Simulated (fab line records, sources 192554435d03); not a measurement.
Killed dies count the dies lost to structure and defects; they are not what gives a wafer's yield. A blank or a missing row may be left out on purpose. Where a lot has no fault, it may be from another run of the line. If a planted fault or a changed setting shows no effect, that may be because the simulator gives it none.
The same fault as seen by 3 desks ; flow n5_finfet ; numbers are kept per desk, each desk with only its own; the story behind them comes last

DESK OF THE TOOL OWNER: rie_diel-03
The tool's own readings at N5_BEOL_M2_STRIP_66 (strips in CF4): means of the sampled wafers that have a number, for each lot that ran on this tool. If a lot's mean is further than 4 standard deviations from the usual mean, the lot is out of limits and carries the mark OUT (the distance appears in the brackets).
Columns: A = cf4_flow_sccm at N5_BEOL_M2_STRIP_66, usual 150.0 sccm; B = chamber_pressure_mTorr at N5_BEOL_M2_STRIP_66, usual 50.00 mTorr; C = drypump_motor_current_A at N5_BEOL_M2_STRIP_66, usual 5.6 A; D = oes_product_au at N5_BEOL_M2_STRIP_66, usual 0.78 a.u.; E = rf_vpp_V at N5_BEOL_M2_STRIP_66, usual 271.3 V; F = showerhead_plenum_p_Torr at N5_BEOL_M2_STRIP_66, usual 1.80 Torr; G = throttle_valve_pct at N5_BEOL_M2_STRIP_66, usual 13.48 %
lot;first seen here;A;B;C;D;E;F;G
L211;day 6 11:01;149.8;50.02;5.5;0.78;270.1;1.75;13.48
L212;day 6 13:55;149.9;50.02;5.5;0.79;270.5;1.75;13.47
L213;day 7 03:25;150.2;49.98;5.1;0.84;272.1;1.81;13.28
L217;day 8 01:41;150.3;49.96;5.7;0.84;270.6;1.80;13.35
L218;day 8 06:59;150.2;50.00;5.0;0.83;272.4;1.86;13.37
L233;day 12 15:56;150.2;50.02;5.1;0.85;272.5;1.80;13.19
Result from this desk: across the 6 lots, nothing is out of limits.

THE METROLOGY DESK
Means of the sampled wafers that have a number, per lot and without regard to the tool the lot ran on: this is what the gauges read. If a lot's mean is further than 4 standard deviations from the usual mean, the lot is out of limits and carries the mark OUT (the distance appears in the brackets). Of its 11 readings 7 are shown: those that lie furthest out on some lot.
Columns: A = cd_nm at N5_BEOL_M2_CD_MEAS_11, usual 16.84 nm; B = DIBL_N at N5_BEOL_M4_RC_MEAS_101, usual 37.0 mV/V; C = DIBL_P at N5_BEOL_M4_RC_MEAS_101, usual 37.3 mV/V; D = IOFF_N at N5_BEOL_M4_RC_MEAS_101, usual 0.17 nA/um; E = IOFF_P at N5_BEOL_M4_RC_MEAS_101, usual 0.23 nA/um; F = SS_P at N5_BEOL_M4_RC_MEAS_101, usual 73.6 mV/dec; G = VT_P at N5_BEOL_M4_RC_MEAS_101, usual -250 mV
lot;first seen here;A;B;C;D;E;F;G
L211;day 6 10:41;17.09;40.4;40.4;0.25;0.31;74.9;-247
L212;day 6 13:34;16.85;37.9;38.6;0.20;0.24;74.9;-249
L213;day 7 03:05;17.02;36.8;37.1;0.17;0.23;73.8;-251
L215;day 7 16:37;17.15;36.6;37.9;0.16;0.24;73.4;-248
L217;day 8 01:22;17.04;37.7;39.0;0.20;0.24;73.9;-252
L218;day 8 06:39;16.72;38.3;39.6;0.20;0.21;74.4;-255
L221;day 9 02:39;16.90;34.5;32.9;0.12;0.19;72.6;-249
L220;day 9 03:39;17.11;38.5;38.7;0.21;0.30;73.7;-244
L233;day 12 15:36;16.98;37.8;38.9;0.19;0.27;73.9;-247
Result from this desk: across the 9 lots, nothing is out of limits.

THE DEFECT DESK
Per lot, the means of the sampled wafers with a number show what the inspections along the route counted. If a lot's mean is further than 4 standard deviations from the usual mean, the lot is out of limits and carries the mark OUT (the distance appears in the brackets).
Columns: A = raw_defect_count at N5_BEOL_M2_INSPECT_30, usual 429
lot;first seen here;A
L211;day 6 11:39;445
L212;day 6 14:40;283
L213;day 7 04:11;367
L215;day 7 17:42;543
L217;day 8 02:20;494
L218;day 8 07:44;480
L221;day 9 03:53;372
L220;day 9 04:41;399
L233;day 12 16:42;539
Result from this desk: across the 9 lots, nothing is out of limits.

TAKEN TOGETHER
The tool owner's desk saw nothing out of limits.
Nothing out of limits was seen by the metrology desk.
Nothing out of limits was seen by the defect desk.

WHAT THE SIMULATOR HAD PUT IN
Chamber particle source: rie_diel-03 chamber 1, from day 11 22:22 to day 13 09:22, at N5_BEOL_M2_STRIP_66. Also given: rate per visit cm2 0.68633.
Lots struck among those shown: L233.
